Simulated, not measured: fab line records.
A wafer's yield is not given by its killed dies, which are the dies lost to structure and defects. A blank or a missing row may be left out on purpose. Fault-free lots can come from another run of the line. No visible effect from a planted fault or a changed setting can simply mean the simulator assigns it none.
fab line records	flow nand_harc
record lots=13	wafers=38	last_day=24
route steps=1159 shown A_CHANNEL_HOLE_D1@483 A_CHANNEL_FILL_D1@494 END@1159
lots that met no fault: from a run of the same line without faults
start_h: the number of hours between the record's first day and the start of the first shown wafer of the lot	wait_h: hours from the lot's prior step to this one	" identical to the entry in the row above	L1.1+2: several wafers, shown together as one row	- either no value or no given start	* or withheld: withheld	< > ~ a bound
route shown NAME@n: a module of which the file shows steps, and the number in the route of the first	usual: mean/standard deviation of fault-free wafers	same: alike in all rows	chamber/n: place in a boat	sites: per-site readings	_std_site: standard deviation of those values	_edge_site: mean of outer sites minus mean of inner sites	radius_mm: for every site, how far away it sits from the centre of the wafer	mask NAME#n: copy n	behind: tool/chamber where the wafer was last shaped	hold: what put the lot on hold/how long, in hours/how the hold closed	device: the transistor (n, p or np) that didn't switch	end of line: at the end of the route, the tests of the same wafers	for a step that has no rows: nothing shown but its recipe	killed: dies that structure and defects cost at the first sort, which is not the same as the wafer's yield	map: per-die view of a wafer (x killed, . not killed, _ where there is no die)
set.NAME: the run value of the setting; set.NAME@STEP: its run value at that earlier step	model.NAME: the simulator's own value behind a step, which no gauge read
the route's steps for a sample of lots (tables are steps, rows are wafers)
services: a tool's chamber out of use, with start hour (start_h, from the record's first day; less than 0 if before it), hours out, and reason
## steps
# step NHARC_A_CHANNEL_HOLE_D1_ETCH_44
# recipe target_depth_a=1400	overetch_a=140	time_s=77	ion_energy_ev=100	cf4_flow_sccm=80	o2_flow_sccm=20	ar_flow_sccm=0	rf_w=300	bias_w=100	chemistry=CF4/O2
# usual drypump_motor_current_A=5.87/0.23	oes_f_703_au=1.000/0.0043	oes_product_au=1.001/0.0093	rf_vpp_V=197.5/1.1	showerhead_plenum_p_Torr=1.32/0.036	throttle_valve_pct=13.397/0.0091
lot.wafer	tool	chamber	start_h	wait_h	drypump_motor_current_A	oes_f_703_au	oes_product_au	rf_hours_counter_h	rf_vpp_V	showerhead_plenum_p_Torr	throttle_valve_pct
L883.1	rie_diel-02	0	174.78	0.0	5.77	0.998	1.004	0	197.8	1.38	13.404
L883.4	"	1	"	"	6.05	1.002	1.001	0	196.8	1.31	13.410
L883.5	"	0	"	"	5.79	1.001	0.999	-	198.7	1.38	13.400
L885.4	rie_diel-10	1	199.66	0.1	5.34	1.001	0.988	1	198.3	1.27	13.404
L885.3	"	3	"	"	6.15	0.997	0.993	2	196.4	1.30	13.388
L885.5	"	1	"	"	5.33	1.001	0.993	-	196.8	1.27	13.408
L884.4	rie_diel-06	3	199.80	0.1	5.89	1.001	1.005	10	197.1	1.30	13.402
L884.2	"	0	"	"	6.17	0.998	1.011	9	197.5	1.32	13.378
L884.6	"	0	"	"	6.20	0.999	1.009	-	196.6	1.32	13.395
L887.2	rie_diel-02	0	203.95	0.1	5.80	0.998	1.008	2	199.9	1.38	13.386
L887.1	"	1	"	"	6.04	1.004	1.009	2	196.2	1.31	13.385
L887.6	"	3	"	"	5.90	1.012	0.997	-	197.6	1.29	13.404
L889.2	rie_diel-02	3	216.28	0.1	5.91	1.007	0.994	4	196.2	1.28	13.404
L889.1	"	1	"	"	6.05	1.000	1.012	3	197.8	1.31	13.394
L889.6	"	2	"	"	6.03	1.003	1.011	-	199.1	1.41	13.402
L888.4	rie_diel-10	1	220.43	0.1	5.32	1.004	0.993	3	196.2	1.27	13.398
L888.2	"	3	"	"	6.17	1.001	0.982	4	198.2	1.30	13.407
L888.6	"	0	"	"	5.85	0.995	0.989	-	198.1	1.36	13.399
L891.1	rie_diel-10	2	223.13	0.1	5.84	0.999	1.010	3	198.6	1.31	13.412
L891.3	"	3	"	"	6.15	0.995	1.001	4	198.1	1.30	13.397
L891.6	"	1	"	"	5.33	1.002	0.999	-	195.4	1.27	13.415
L892.1	rie_diel-10	0	236.13	0.1	5.90	0.999	0.995	4	199.6	1.36	13.385
L892.3	"	1	"	"	5.33	1.000	1.006	4	197.3	1.27	13.414
L892.5	"	1	"	"	5.33	0.996	1.006	-	197.0	1.27	13.384
L893.1	rie_diel-10	0	254.12	0.1	5.85	0.997	0.994	6	198.5	1.36	13.414
L893.2	"	2	"	"	5.84	0.993	0.999	6	197.8	1.31	13.380
L895.2	rie_diel-06	3	254.25	0.1	5.89	1.002	1.014	1	195.0	1.30	13.395
L895.4	"	0	"	"	6.18	1.001	1.008	1	197.6	1.32	13.396
L895.5	"	3	"	"	5.89	0.999	1.028	-	196.9	1.30	13.397
L903.2	rie_diel-02	1	294.30	0.1	6.04	1.005	1.016	10	196.9	1.31	13.392
L903.1	"	3	"	"	5.90	0.996	1.002	10	196.2	1.28	13.400
L903.5	"	3	"	"	5.91	0.999	1.002	-	195.2	1.28	13.389
L904.2	rie_diel-10	2	309.01	0.1	5.82	1.002	0.991	10	197.9	1.31	13.404
L904.4	"	0	"	"	5.85	0.996	0.997	9	198.8	1.36	13.402
L904.6	"	1	"	"	5.32	1.004	0.999	-	195.6	1.27	13.394
L906.2	rie_diel-10	2	330.16	0.1	5.85	1.006	0.996	11	197.8	1.31	13.416
L906.1	"	0	"	"	5.89	0.992	0.995	10	198.6	1.36	13.396
L906.3	"	1	"	"	5.33	1.005	1.000	9	198.2	1.27	13.400
# step NHARC_A_CHANNEL_HOLE_D1_XSEM_31
# recipe landing_energy_ev=35000
# usual bot_cd_nm=74.9/1.3	bow_nm=8.66/0.25	tilt_deg=0.07/0.045
lot.wafer	tool	chamber	start_h	wait_h	bot_cd_nm	bow_nm	tilt_deg
L883.1	xsem-01	0	175.66	0.1	75.5	8.34	0.08
L883.4	"	0	"	"	73.3	8.29	0.08
L883.5	"	0	"	"	75.8	8.35	0.08
L885.3	xsem-01	0	200.56	0.1	73.0	8.55	0.01
L885.4	"	0	"	"	74.0	8.54	0.01
L885.5	"	0	"	"	74.0	8.60	0.01
L884.2	xsem-02	0	200.68	0.1	74.9	8.55	0.09
L884.4	"	0	"	"	74.5	8.56	0.09
L884.6	"	0	"	"	74.6	8.59	0.09
L887.1	xsem-02	0	204.84	0.1	75.5	8.43	0.05
L887.2	"	0	"	"	75.5	8.44	0.05
L887.6	"	0	"	"	75.0	8.40	0.05
L889.1	xsem-02	0	217.16	0.1	75.2	9.01	0.07
L889.2	"	0	"	"	74.7	9.00	0.07
L889.6	"	0	"	"	75.0	9.07	0.07
L888.2	xsem-01	0	221.31	0.1	75.8	8.46	0.09
L888.4	"	0	"	"	75.2	8.46	0.09
L888.6	"	0	"	"	74.2	8.54	0.09
L891.1	xsem-02	0	224.02	0.1	75.2	8.48	0.08
L891.3	"	0	"	"	74.8	8.47	0.08
L891.6	"	0	"	"	76.0	8.54	0.08
L892.1	xsem-01	0	237.14	0.1	73.7	8.55	0.08
L892.3	"	0	"	"	75.5	8.50	0.08
L892.5	"	0	"	"	73.3	8.57	0.07
L895.2	xsem-02	0	255.13	0.1	77.0	8.96	0.06
L895.4	"	0	"	"	74.5	8.88	0.06
L895.5	"	0	"	"	75.7	8.98	0.06
L893.1	xsem-01	0	255.38	0.1	73.7	9.24	0.03
L893.2	"	0	"	"	74.8	9.25	0.03
L903.1	xsem-02	0	295.31	0.1	77.2	8.74	0.11
L903.2	"	0	"	"	75.6	8.80	0.11
L903.5	"	0	"	"	76.2	8.72	0.11
L904.2	xsem-01	0	309.88	0.1	75.1	8.82	-0.01
L904.4	"	0	"	"	74.8	8.78	-0.01
L904.6	"	0	"	"	74.3	8.78	-0.01
L906.1	xsem-01	0	331.04	0.1	72.9	8.52	0.16
L906.2	"	0	"	"	72.9	8.47	0.16
L906.3	"	0	"	"	73.3	8.55	0.16
# step NHARC_A_CHANNEL_FILL_D1_ALD_14
# recipe target_thk_a=25	pulse_time_s=10	ald_cycles=25	temp_c=300	material=SiO2
# usual ald_cycles=25/0	heater_power_w=465/51	precursor_pulse_height_rel=0.999/0.02
lot.wafer	tool	chamber	start_h	wait_h	ald_cycles	heater_power_w	precursor_pulse_height_rel
L883.4	ald_hk-02	1	183.02	0.1	25	449	1.005
L883.1	"	3	"	"	25	569	0.999
L883.5	"	1	"	"	25	427	0.981
L885.3	ald_hk-02	3	207.88	0.1	25	574	1.020
L885.4	"	1	"	"	25	438	0.977
L885.5	"	2	"	"	25	528	1.020
L884.4	ald_hk-03	0	207.92	0.1	25	513	0.984
L884.2	"	1	"	"	25	405	0.983
L884.6	"	2	"	"	25	425	0.963
L887.2	ald_hk-02	2	212.00	0.1	25	513	1.019
L887.1	"	0	"	"	25	396	1.004
L887.6	"	1	"	"	25	430	1.001
L889.1	ald_hk-03	0	223.82	0.0	25	519	1.006
L889.2	"	3	"	"	25	437	1.033
L889.6	"	1	"	"	25	419	1.038
L888.2	ald_hk-04	0	228.58	0.0	25	515	1.018
L888.4	"	1	"	"	25	438	0.974
L888.6	"	1	"	"	25	421	1.022
L891.1	ald_hk-03	2	228.68	0.1	29	414	0.951
L891.3	"	3	"	"	25	442	1.002
L891.6	"	2	"	"	25	427	1.032
L892.1	ald_hk-04	1	245.56	0.7	25	437	0.969
L892.3	"	2	"	"	25	532	1.019
L892.5	"	3	"	"	25	449	0.985
L895.2	ald_hk-04	3	262.42	0.1	25	441	1.000
L895.4	"	0	"	"	25	506	0.995
L895.5	"	2	"	"	25	529	1.004
L893.2	ald_hk-03	2	262.45	0.1	29	421	0.986
L893.1	"	3	"	"	29	430	1.042
L903.2	ald_hk-04	0	302.66	0.1	25	505	1.009
L903.1	"	1	"	"	25	437	0.987
L903.5	"	2	"	"	25	521	1.002
L904.4	ald_hk-04	1	317.21	0.1	25	436	1.025
L904.2	"	2	"	"	25	527	1.003
L904.6	"	0	"	"	25	513	1.003
L906.2	ald_hk-04	3	338.65	0.3	25	451	1.013
L906.3	"	0	"	"	25	517	1.015
L906.1	"	1	"	"	25	436	1.031
# step NHARC_A_CHANNEL_FILL_D1_ETCHBACK_20
# recipe target_depth_a=270	time_s=13.5	c4f8_flow_sccm=withheld	o2_flow_sccm=8	ar_flow_sccm=withheld	rf_w=600	bias_w=1500	chemistry=C4F8/O2/Ar
# usual oes_product_au=0.97/0.037	rf_vpp_V=980/5.6
lot.wafer	tool	chamber	start_h	wait_h	oes_product_au	rf_hours_counter_h	rf_vpp_V
L883.1	rie_diel-03	1	206.75	-	0.92	6	971
L883.4	"	3	"	"	0.93	6	986
L883.5	"	1	"	"	0.93	-	971
L884.4	rie_diel-04	3	226.23	-	0.92	2	978
L884.2	"	0	"	"	0.91	2	977
L884.6	"	3	"	"	0.91	-	979
L885.4	rie_diel-03	3	226.24	-	1.00	0	987
L885.3	"	0	"	"	1.01	0	979
L885.5	"	2	"	"	1.01	-	985
L887.1	rie_diel-04	0	226.31	-	0.99	2	979
L887.2	"	1	"	"	0.99	2	985
L887.6	"	3	"	"	0.98	-	978
L889.1	rie_diel-03	2	240.75	-	1.00	1	984
L889.2	"	1	"	"	0.98	1	972
L889.6	"	2	"	"	1.00	-	985
L888.2	rie_diel-03	0	246.34	-	1.00	1	980
L888.4	"	3	"	"	0.99	1	987
L888.6	"	0	"	"	1.00	-	980
L891.3	rie_diel-04	0	246.35	-	0.92	3	978
L891.1	"	2	"	"	0.93	3	970
L891.6	"	2	"	"	0.93	-	969
L892.3	rie_diel-03	3	262.54	-	1.01	1	987
L892.1	"	0	"	"	0.99	1	980
L892.5	"	0	"	"	1.00	-	980
L895.4	rie_diel-04	0	279.72	-	0.92	3	977
L895.2	"	1	"	"	0.91	3	983
L895.5	"	0	"	"	0.92	-	980
L893.1	rie_diel-03	1	279.73	-	0.98	2	973
L893.2	"	2	"	"	0.99	2	986
L903.1	rie_diel-04	1	319.76	-	1.00	0	985
L903.2	"	2	"	"	1.00	0	970
L903.5	"	0	"	"	0.99	-	977
L904.4	rie_diel-04	0	334.15	-	1.00	1	978
L904.2	"	1	"	"	1.01	1	984
L904.6	"	2	"	"	1.00	-	968
L906.3	rie_diel-12	3	353.64	-	0.93	29	984
L906.1	"	1	"	"	0.92	29	983
L906.2	"	2	"	"	0.92	28	986
# step NHARC_END_SORT_01
# recipe temp_c=25
# usual killed_at_array=29/9.4	killed_at_other=0.7/1.3	killed_at_periphery=2.9/2.1	killed_dies=32/9	killed_open=3.3/1.8	killed_short=1.9/1.4
# same gross_dies=677
lot.wafer	tool	chamber	start_h	wait_h	killed_at_array	killed_at_other	killed_at_periphery	killed_dies	killed_open	killed_short
L891.1	prober-02	0	495.48	2.5	27	1	4	32	4	4
L891.3	prober-02	0	497.06	3.1	23	0	6	29	4	4
L891.6	prober-02	0	499.43	3.9	34	0	1	35	2	1
L892.1	prober-01	0	511.00	2.5	24	0	2	26	2	3
L892.3	prober-01	0	512.60	3.1	15	0	6	21	2	1
L892.5	prober-01	0	514.19	3.7	24	0	2	26	4	1
# killed by level:class
L891.1 A_CHANNEL_HOLE_D1:chamber_film_flake=14 A_STAIRCASE:chamber_film_flake=4 P_ZERO_WELL:chamber_film_flake=2 A_CONTACT:chamber_film_flake=2 P_M0:geometric_particle:open=1 P_M0:geometric_particle:short=1 A_SGD_CUT:geometric_particle:short=1 A_CONTACT:geometric_particle:open=1
L891.3 A_CHANNEL_HOLE_D1:chamber_film_flake=11 A_CONTACT:chamber_film_flake=5 A_STAIRCASE:chamber_film_flake=3 P_M0:geometric_particle:open=2 P_GATE:geometric_particle:short=1 P_CONTACT:geometric_particle:open=1 P_M0:geometric_particle:short=1 A_CONTACT:geometric_particle:short=1
L891.6 A_CHANNEL_HOLE_D1:chamber_film_flake=23 A_STAIRCASE:chamber_film_flake=6 A_CONTACT:chamber_film_flake=3 P_CONTACT:geometric_particle:open=1 A_CONTACT:geometric_particle:short=1 A_BLC:geometric_particle:open=1
L892.1 A_CONTACT:chamber_film_flake=8 A_CHANNEL_HOLE_D1:chamber_film_flake=6 A_WL_FILL:chamber_film_flake=3 A_ONON_D1:geometric_particle:open=2 P_M0:chamber_film_flake=2 A_ONON_D1:geometric_particle:short=1 A_CHANNEL_FILL_D1:geometric_particle:short=1 A_M1:geometric_particle:short=1
L892.3 A_STAIRCASE:chamber_film_flake=4 P_M0:chamber_film_flake=3 A_CONTACT:chamber_film_flake=3 P_STI:chamber_film_flake=2 A_ZERO_WELL:chamber_film_flake=2 A_SGD_CUT:chamber_film_flake=2 A_WL_FILL:chamber_film_flake=2 P_GATE:geometric_particle:open=1
L892.5 A_CONTACT:chamber_film_flake=11 A_CHANNEL_HOLE_D1:chamber_film_flake=5 A_CONTACT:geometric_particle:open=3 A_STAIRCASE:chamber_film_flake=2 P_CONTACT:geometric_particle:short=1 A_ONON_D1:geometric_particle:open=1 P_M0:chamber_film_flake=1 A_ZERO_WELL:chamber_film_flake=1
## services
tool	chamber	start_h	hours	kind
rie_diel-03	2	154.61	3.8	repair
rie_diel-03	3	161.90	2.7	repair
rie_diel-04	3	167.13	1.8	repair
rie_diel-02	3	175.22	6.3	repair
rie_diel-10	-	176.50	9.0	pm
rie_diel-04	3	182.45	3.8	repair
ald_hk-04	-	186.00	10.0	pm
rie_diel-04	1	197.18	5.8	repair
rie_diel-03	-	215.30	9.0	pm
rie_diel-10	3	233.23	27.6	repair
rie_diel-04	3	236.02	1.7	repair
rie_diel-04	1	239.57	16.0	repair
rie_diel-02	3	242.07	2.6	repair
rie_diel-03	0	248.75	3.0	repair
rie_diel-10	1	251.93	5.6	repair
rie_diel-10	1	269.48	8.4	repair
rie_diel-02	2	276.61	13.7	repair
rie_diel-02	0	285.70	17.1	repair
rie_diel-04	-	288.90	9.0	pm
xsem-02	-	302.00	14.0	pm
rie_diel-04	1	335.91	3.8	repair
rie_diel-04	1	340.69	4.1	repair
rie_diel-03	-	345.47	0.4	repair
rie_diel-10	-	353.50	9.0	pm
## key
first_sign step=NHARC_A_CHANNEL_FILL_D1_ALD_14	reading=ald_cycles	direction=up	sigmas=99+	usual=25	struck=29
effect none on later readings
met_at NHARC_A_CHANNEL_FILL_D1_ALD_14
struck_lots L891,L893
struck_wafers L891.1,L893.1,L893.2
tester_left_out L891,L893
not_acting_at NHARC_A_CHANNEL_HOLE_D1_ETCH_44,NHARC_A_CHANNEL_HOLE_D1_XSEM_31,NHARC_A_CHANNEL_FILL_D1_ETCHBACK_20
onset_between 223.82 228.68
fault kind=process_parameter_drift	tool=ald_hk-03	chamber=-	onset_h=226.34	steps=NHARC_A_CHANNEL_FILL_D1_ALD_14	channel=ald_cycles	offset=4	shape=step	end_h=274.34	scope=struck_wafers_only	acts_in=these_recipes_only	stated=25
# tester_left_out: of these lots the tester's yield and bins aren't shown, on N5 and GAA mostly nor the transistor test; their killed dies are dies lost to structure and defects alone, not to doping, threshold or leakage, so they don't give the yield
